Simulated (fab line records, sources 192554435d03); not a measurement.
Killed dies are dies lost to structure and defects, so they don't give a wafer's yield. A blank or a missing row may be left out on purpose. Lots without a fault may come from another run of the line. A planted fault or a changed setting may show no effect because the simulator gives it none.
Chamber matching | flow n5_finfet | N5_BEOL_M5_STRIP_64 on rie_diel-02: 4 sister chambers
The step strips in CF4. 8 wafers are shown with their chamber, then 12 later ones without.

WAFERS WITH THEIR CHAMBER
wafer  | chamber | showerhead_plenum_p_Torr (Torr) | drypump_motor_current_A (A)
L083.5 | 2       | 1.79                            | 5.6
L089.1 | 2       | 1.78                            | 5.6
L093.1 | 1       | 1.84                            | 5.6
L093.2 | 3       | 1.90                            | 5.0
L093.4 | 0       | 1.76                            | 5.8
L094.1 | 1       | 1.84                            | 5.6
L094.2 | 0       | 1.76                            | 5.7
L094.3 | 3       | 1.90                            | 5.0

WAFERS WITHOUT THEIR CHAMBER
wafer  | showerhead_plenum_p_Torr (Torr) | drypump_motor_current_A (A)
L095.1 | 1.78                            | 5.7
L095.2 | 1.90                            | 5.0
L095.3 | 1.76                            | 5.7
L095.4 | 1.84                            | 5.6
L095.5 | 1.84                            | 5.6
L095.6 | 1.76                            | 5.7
L096.3 | 1.78                            | 5.7
L096.5 | 1.75                            | 5.8
L096.6 | 1.90                            | 5.0
L097.1 | 1.75                            | 5.8
L097.5 | 1.84                            | 5.6
L097.6 | 1.75                            | 5.8

WHICH CHAMBER EACH WENT THROUGH
wafer  | from the rows above | in truth
L095.1 | 2                   | 2
L095.2 | 3                   | 3
L095.3 | 0                   | 0
L095.4 | 1                   | 1
L095.5 | 1                   | 1
L095.6 | 0                   | 0
L096.3 | 2                   | 2
L096.5 | 0                   | 0
L096.6 | 3                   | 3
L097.1 | 0                   | 0
L097.5 | 1                   | 1
L097.6 | 0                   | 0
Placed correctly: 12 of 12. Can't be placed from these rows: 0. Placed wrongly: 0.
How it was worked out, from the rows above alone: a wafer's distance from a chamber is the root of the sum, over the readings, of the square of ((its reading less the chamber's mean) divided by the reading's scatter). The wafer belongs to the nearest chamber; if the next one is less than 2 further off, it can't be placed. A chamber's mean is the mean of its shown wafers. The scatter: the root of (the sum of the squares of (reading less its chamber's mean) over the shown wafers, divided by (wafers less chambers)).
